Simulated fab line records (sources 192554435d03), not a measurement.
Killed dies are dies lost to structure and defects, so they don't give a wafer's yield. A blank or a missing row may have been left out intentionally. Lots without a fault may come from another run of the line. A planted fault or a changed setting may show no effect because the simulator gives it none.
Chamber matching | flow n5-finfet | 4 sister chambers for N5_BEOL_M4_CMP_52 on cmp-03
The step polishes, stops on SiOC, t overpolish 6.8 s, target thk 40 nm. 4 wafers are shown with their chamber, then 12 later ones without.

== EACH WAFER AND ITS CHAMBER ==
wafer  | chamber | clearing-platen-down-force-psi (psi)
L084.3 | 2       | 1.5020
L087.4 | 1       | 1.4965
L085.5 | 3       | 1.4967
L085.6 | 0       | 1.4952

== WAFERS MISSING THEIR CHAMBER ==
wafer  | clearing-platen-down-force-psi (psi)
L089.2 | 1.4993
L089.3 | 1.5002
L089.5 | 1.4997
L088.3 | 1.5009
L088.5 | 1.5007
L088.6 | 1.5015
L094.3 | 1.5028
L094.5 | 1.4987
L094.6 | 1.5014
L095.2 | 1.4988
L095.4 | 1.5025
L095.5 | 1.4989

== THE CHAMBER EACH PASSED THROUGH ==
wafer  | from the rows above               | in truth
L089.2 | can't be placed: 3 or 2 or 1 or 0 | 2
L089.3 | can't be placed: 2 or 3 or 1 or 0 | 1
L089.5 | can't be placed: 2 or 3 or 1 or 0 | 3
L088.3 | can't be placed: 2 or 3 or 1      | 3
L088.5 | can't be placed: 2 or 3 or 1      | 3
L088.6 | 2                                 | 2
L094.3 | 2                                 | 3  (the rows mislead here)
L094.5 | can't be placed: 3 or 1 or 2 or 0 | 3
L094.6 | 2                                 | 2
L095.2 | can't be placed: 3 or 1 or 2 or 0 | 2
L095.4 | 2                                 | 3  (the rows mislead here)
L095.5 | can't be placed: 3 or 1 or 2 or 0 | 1
Placed correctly: 2 of 12. These rows do not allow placing 8 (true chamber among the candidates in 8). 2 placed wrongly.
How it was worked out, from the rows above alone: a wafer's distance from a chamber is the root of the sum, over the readings, of the square of ((its reading less the chamber's mean) divided by the reading's scatter). The wafer belongs to the nearest chamber; if the next one is less than 2 further off, it can't be placed. A chamber's mean is the mean of its shown wafers. The scatter (one wafer shown for each chamber): square how far every hidden wafer sits from the nearest shown wafer, average those squares and take the square root.
